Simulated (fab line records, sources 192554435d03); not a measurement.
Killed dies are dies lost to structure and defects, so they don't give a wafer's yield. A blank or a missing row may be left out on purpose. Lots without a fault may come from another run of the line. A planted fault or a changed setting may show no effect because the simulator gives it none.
fab line records | flow n5_finfet
record lots=10 wafers=30 last_day=17
route steps=1938 shown BEOL_M2@923 BEOL_M3@934 BEOL_M4@1111
lots that met no fault: from a run of the same line without faults
start_h: hours from the record's first day to the start of the lot's first wafer shown | wait_h: hours since the lot's step before | " the same as in the row above | L1.1+2: a row that stands for several wafers | - no value, or no start given | * or withheld: withheld | < > ~ a bound
route shown NAME@n: a module of which the file shows steps, and the number in the route of the first | usual: mean/standard deviation of fault-free wafers | same: alike in all rows | chamber/n: place in a boat | sites: the reading at each site | _std_site: their standard deviation | _edge_site: outer sites' mean less inner sites' | radius_mm: how far each site lies from the wafer's centre | mask NAME#n: copy n | behind: the tool/chamber that last shaped the wafer | hold: why the lot was held/for how many hours/how that ended | device: the transistor (n, p or np) that didn't switch | end of line: the same wafers' tests at the end of the route | a step without rows: its recipe alone | killed: dies lost to structure and defects at the first sort, not the wafer's yield | map: a wafer's dies, x killed, . not, _ none there
set.NAME: the setting as run; set.NAME@STEP: as run at that earlier step | model.NAME: the simulator's own value behind a step, which no gauge read
steps of the route over a sample of lots; a table a step, a row a wafer
services: from which hour (start_h, from the record's first day; less than 0 if before it) a tool's chamber was out of use, for how many hours, and why
## steps
# step N5_BEOL_M2_CMP_52
# recipe stop_on=SiOC t_overpolish_s=6.8 down_force_psi=1 platen_rpm=50 clearing_platen_down_force_psi=1.5 clearing_platen_rpm=50 post_cmp_clean=cu_alkaline target_thk_nm=40 clearing_platen_pad_velocity_m_s=0.99484 pad_velocity_m_s=0.99484
# usual barrier_field_endpoint_s=24.8/0.55 head_pressure_psi=0.9997/0.0024 motor_current_A=6.2/0.69 overpolish_run_s=6.801/0.0084 time_to_endpoint_s=63.8/2.8
# columns lot.wafer tool chamber start_h wait_h barrier_field_endpoint_s head_pressure_psi motor_current_A overpolish_run_s time_to_endpoint_s
L776.4 cmp-02 2 139.43 0.2 24.7 0.9971 5.6 6.794 62.9
L776.3 " 3 " " 24.7 0.9994 6.3 6.820 62.0
L776.5 " 1 " " 24.2 0.9990 6.2 6.816 60.3
L777.3 cmp-01 0 154.67 0.2 24.1 1.0015 6.4 6.796 65.3
L777.2 " 3 " " 23.9 1.0012 5.5 6.787 63.3
L777.5 " 1 " " 24.2 1.0001 8.1 6.803 60.1
L778.2 cmp-02 3 158.16 0.2 23.9 0.9984 6.6 6.786 61.7
L778.4 " 1 " " 24.8 0.9970 5.9 6.802 63.5
L778.6 " 2 " " 25.0 0.9964 5.1 6.794 66.1
L779.4 cmp-04 3 160.93 0.2 25.9 1.0008 6.5 6.812 67.4
L779.2 " 1 " " 24.3 0.9988 5.8 6.815 62.5
L779.5 " 3 " " 24.7 0.9963 6.3 6.798 62.1
L780.3 cmp-02 1 167.28 0.2 24.9 1.0009 6.3 6.800 63.9
L780.4 " 3 " " 25.7 1.0000 6.0 6.818 68.7
L780.5 " 1 " " 25.4 1.0004 5.8 6.790 63.3
L782.1 cmp-01 1 182.00 0.5 24.5 0.9976 7.9 6.808 62.4
L782.2 " 2 " " 24.4 1.0003 6.4 6.803 62.2
L782.5 " 1 " " 24.6 1.0018 8.3 6.803 60.0
L794.3 cmp-04 0 252.83 0.3 23.9 0.9971 5.3 6.808 59.8
L794.6 " 1 " " 24.7 0.9945 5.8 6.789 61.5
L794.5 " 2 " " 24.7 1.0006 6.4 6.788 56.9
L796.1 cmp-04 2 257.47 0.3 26.1 1.0017 6.6 6.805 65.9
L796.6 " 0 " " 25.8 0.9978 5.0 6.805 66.0
L796.5 " 1 " " 26.0 1.0035 5.8 6.805 68.0
L798.2 cmp-04 3 270.96 0.2 25.4 0.9982 6.3 6.804 68.0
L798.1 " 2 " " 25.2 0.9996 6.4 6.791 68.0
L798.6 " 3 " " 25.7 0.9987 6.4 6.801 66.8
L799.3 cmp-02 0 285.69 0.2 24.8 1.0010 6.5 6.815 60.8
L799.2 " 2 " " 25.1 1.0019 5.3 6.799 61.2
L799.5 " 3 " " 25.0 1.0019 6.2 6.800 59.8
# step N5_BEOL_M2_CO_CAP_55
# recipe material=Co target_thk_a=20 temp_c=200 precursor=CCTBA/H2 pressure_torr=30 time_s=102.1
# usual heater_power_w=255/38 run_length_s=125.0/0.42
# columns lot.wafer tool chamber start_h wait_h heater_power_w run_length_s
L776.3 cvd_co-01 0 139.77 0.0 246 125.4
L776.4 " 2 " " 202 125.0
L776.5 " 0 " " 247 125.3
L777.2 cvd_co-01 0 155.04 0.0 238 125.3
L777.3 " 2 " " 200 125.2
L777.5 " 0 " " 252 125.1
L778.2 cvd_co-01 1 158.50 0.0 248 124.2
L778.4 " 2 " " 201 124.9
L778.6 " 0 " " 255 124.8
L779.2 cvd_co-01 0 161.26 0.0 250 125.2
L779.4 " 0 " " 255 125.7
L779.5 " 2 " " 204 154.5
L780.3 cvd_co-01 0 167.61 0.0 252 125.0
L780.4 " 0 " " 244 125.0
L780.5 " 1 " " 248 153.8
L782.1 cvd_co-02 1 182.37 0.0 315 125.3
L782.2 " 2 " " 220 125.1
L782.5 " 1 " " 323 125.1
L794.3 cvd_co-01 0 253.09 0.0 253 125.0
L794.5 " 2 " " 198 124.9
L794.6 " 0 " " 256 125.6
L796.1 cvd_co-02 0 257.79 0.0 250 125.1
L796.5 " 0 " " 258 125.4
L796.6 " 1 " " 317 125.5
L798.1 cvd_co-02 1 271.34 0.0 321 125.1
L798.2 " 2 " " 225 125.0
L798.6 " 0 " " 244 125.8
L799.2 cvd_co-01 2 286.02 0.0 206 124.8
L799.3 " 0 " " 249 125.7
L799.5 " 1 " " 245 124.1
# step N5_BEOL_M2_INSPECT_59
# recipe inspect_instrument=darkfield mode=post_dep
# usual raw_defect_count=67/24
# columns lot.wafer tool chamber start_h wait_h raw_defect_count
L776.3 defect_inspect-02 - 139.98 0.0 37
L776.4 " - " " 72
L776.5 " - " " 57
L777.2 defect_inspect-01 - 155.25 0.0 60
L777.3 " - " " 69
L777.5 " - " " 70
L778.2 defect_inspect-02 - 158.71 0.0 68
L778.4 " - " " 52
L778.6 " - " " 60
L779.2 defect_inspect-01 - 161.49 0.0 61
L779.4 " - " " 48
L779.5 " - " " 48
L780.3 defect_inspect-01 - 167.82 0.0 32
L780.4 " - " " 50
L780.5 " - " " 45
L782.1 defect_inspect-02 - 182.58 0.0 94
L782.2 " - " " 132
L782.5 " - " " 85
L794.3 defect_inspect-01 - 253.30 0.0 101
L794.5 " - " " 117
L794.6 " - " " 95
L796.1 defect_inspect-01 - 258.03 0.0 62
L796.5 " - " " 54
L796.6 " - " " 62
L798.1 defect_inspect-01 - 271.54 0.0 61
L798.2 " - " " 45
L798.6 " - " " 41
L799.2 defect_inspect-01 - 286.23 0.0 80
L799.3 " - " " 121
L799.5 " - " " 88
# step N5_BEOL_M3_HM_DEP_02
# recipe material=TiN target_thk_a=200 temp_c=25 chamber_pressure_pa=0.49996
# usual substrate_temp_c=25.00/0.11 throttle_valve_pct=29.6/1.5
# columns lot.wafer tool chamber start_h wait_h substrate_temp_c throttle_valve_pct
L776.3 pvd_sputter-03 - 140.48 0.3 25.17 30.5
L776.4 " - " " 24.97 31.1
L776.5 " - " " 25.15 30.7
L777.2 pvd_sputter-01 - 155.44 0.0 24.93 26.7
L777.3 " - " " 24.94 27.5
L777.5 " - " " 24.92 27.8
L778.2 pvd_sputter-03 - 160.13 1.3 24.98 31.2
L778.4 " - " " 24.78 29.1
L778.6 " - " " 24.92 31.0
L779.2 pvd_sputter-01 - 163.93 2.3 25.01 29.8
L779.4 " - " " 25.12 26.7
L779.5 " - " " 25.09 27.5
L780.3 pvd_sputter-02 - 168.62 0.6 24.99 29.5
L780.4 " - " " 24.89 29.3
L780.5 " - " " 25.29 30.4
L782.1 pvd_sputter-03 - 184.05 1.3 24.74 31.1
L782.2 " - " " 24.86 31.1
L782.5 " - " " 24.93 29.1
L794.3 pvd_sputter-03 - 253.97 0.5 24.98 29.0
L794.5 " - " " 24.96 31.1
L794.6 " - " " 24.79 31.0
L796.1 pvd_sputter-03 - 260.61 2.4 25.10 29.3
L796.5 " - " " 25.11 31.3
L796.6 " - " " 24.93 31.2
L798.1 pvd_sputter-03 - 271.84 0.1 24.91 29.3
L798.2 " - " " 25.02 31.2
L798.6 " - " " 24.89 30.7
L799.2 pvd_sputter-01 - 287.53 1.1 24.95 27.7
L799.3 " - " " 24.90 29.5
L799.5 " - " " 24.92 27.3
# step N5_BEOL_M4_RC_MEAS_101
# usual DIBL_N=36.3/1.2 DIBL_P=36.1/1.6 IOFF_N=0.161/0.023 IOFF_P=0.209/0.027 ION_N=676/8.9 ION_P=462/5.3 SS_N=71.5/0.51 SS_P=73.2/0.5 VT_N=249.1/2.5 VT_P=-249.9/2.8
# columns lot.wafer tool chamber start_h wait_h DIBL_N[mV/V] DIBL_P[mV/V] IOFF_N[nA/um] IOFF_P[nA/um] ION_N[uA/um] ION_P[uA/um] SS_N[mV/dec] SS_P[mV/dec] VT_N[mV] VT_P[mV]
L776.3 prober-02 0 156.33 0.3 36.5 36.8 0.164 0.203 671 460 71.8 72.7 246.1 -251.8
L776.4 " 0 " " 35.7 35.0 0.142 0.183 672 457 70.8 73.3 247.2 -253.2
L776.5 " 0 " " 34.8 33.1 0.129 0.157 667 451 71.7 73.5 250.9 -255.5
L777.2 prober-01 0 176.29 0.2 36.1 35.6 0.155 0.203 683 462 71.5 72.9 248.2 -249.9
L777.3 " 0 " " 35.8 36.2 0.145 0.211 671 461 70.9 72.7 248.5 -250.4
L777.5 " 0 " " 37.7 38.1 0.185 0.249 689 471 71.6 73.9 246.0 -247.5
L778.2 prober-01 0 180.05 0.2 36.8 35.5 0.161 0.221 675 463 71.3 73.0 250.1 -248.8
L778.4 " 0 " " 37.7 35.8 0.174 0.220 674 466 71.2 73.1 250.3 -249.0
L778.6 " 0 " " 36.8 34.7 0.162 0.213 664 460 71.5 73.5 248.5 -247.3
L779.2 prober-02 0 182.19 0.2 35.7 34.7 0.146 0.190 672 463 71.5 72.8 252.3 -249.1
L779.4 " 0 " " 34.9 33.4 0.125 0.172 666 457 70.9 72.9 252.6 -253.1
L779.5 " 0 " " 34.4 33.8 0.125 0.180 667 464 71.1 72.9 252.0 -251.7
L780.3 prober-02 0 185.41 0.3 35.5 34.7 0.126 0.169 658 450 70.6 72.4 250.9 -255.3
L780.4 " 0 " " 34.8 33.8 0.121 0.164 664 457 69.9 72.7 252.8 -255.6
L780.5 " 0 " " 36.0 35.1 0.137 0.182 672 459 70.4 72.3 252.8 -254.5
L782.1 prober-02 0 204.65 0.0 36.5 35.8 0.158 0.203 669 459 71.6 73.5 249.0 -249.5
L782.2 " 0 " " 37.4 37.8 0.188 0.239 675 459 71.5 73.4 248.5 -247.8
L782.5 " 0 " " 37.1 37.4 0.198 0.240 683 466 71.6 74.4 248.4 -247.9
L794.3 prober-02 0 275.00 0.3 38.6 37.3 0.201 0.248 679 465 72.6 73.9 247.0 -248.7
L794.5 " 0 " " 36.7 34.8 0.159 0.206 669 455 71.6 73.2 250.7 -250.7
L794.6 " 0 " " 37.9 36.1 0.188 0.235 688 474 71.8 73.5 248.7 -246.2
L796.1 prober-02 0 278.72 0.0 36.8 37.2 0.177 0.220 679 460 72.2 73.3 249.4 -250.5
L796.5 " 0 " " 38.2 37.8 0.200 0.232 688 462 71.8 73.2 247.3 -247.2
L796.6 " 0 " " 37.9 37.5 0.186 0.225 680 467 72.0 72.1 247.4 -249.5
L798.1 prober-01 0 294.29 0.0 35.6 36.5 0.161 0.215 666 461 71.9 73.0 249.0 -250.2
L798.2 " 0 " " 36.1 37.8 0.182 0.238 681 461 71.8 73.9 246.7 -247.1
L798.6 " 0 " " 36.0 37.2 0.166 0.222 677 462 72.7 73.7 248.1 -251.9
L799.2 prober-01 0 310.37 0.2 37.1 36.4 0.166 0.217 679 465 71.8 73.3 250.1 -246.2
L799.3 " 0 " " 36.0 35.6 0.143 0.202 674 463 71.9 73.1 250.6 -248.4
L799.5 " 0 " " 35.0 34.3 0.132 0.178 662 457 71.6 73.4 251.1 -248.6
## services
# columns tool chamber start_h hours kind
cmp-02 - 132.53 4.0 pm
cmp-02 - 136.53 - consumable_replace:conditioner
cmp-02 - 136.53 - consumable_replace:pad
cmp-04 - 149.07 6.8 pm
cmp-01 - 160.18 2.3 repair
cmp-04 - 164.22 2.1 repair
cmp-04 - 174.93 1.3 repair
cvd_co-01 2 178.45 2.3 repair
cvd_co-02 0 183.03 9.2 repair
cvd_co-02 - 192.72 6.9 pm
cmp-04 - 209.28 0.9 repair
cmp-02 - 227.66 5.5 pm
cmp-01 - 227.77 4.0 pm
cmp-01 - 231.77 - consumable_replace:conditioner
cmp-01 - 231.77 - consumable_replace:pad
cvd_co-01 - 234.99 6.0 pm
cvd_co-02 2 248.60 21.1 repair
cvd_co-01 - 249.98 0.8 repair
cmp-01 - 250.96 2.1 repair
cmp-04 - 260.31 1.5 repair
cvd_co-02 - 271.48 0.3 repair
cmp-01 - 284.67 1.1 repair
cvd_co-01 - 285.36 0.6 repair
## key
first_sign step=N5_BEOL_M2_CO_CAP_55 reading=run_length_s direction=up sigmas=70 usual=* struck=*
effect none on later readings
met_at N5_BEOL_M2_CO_CAP_55
struck_lots L779,L780
struck_wafers L779.5,L780.5
not_acting_at N5_BEOL_M2_CMP_52,N5_BEOL_M2_INSPECT_59,N5_BEOL_M3_HM_DEP_02
onset_between 158.50 161.26
fault kind=process_parameter_drift tool=cvd_co-01 chamber=- onset_h=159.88 steps=N5_BEOL_M2_CO_CAP_55 channel=time_s offset=* shape=step end_h=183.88 scope=struck_wafers_only acts_in=* stated=*
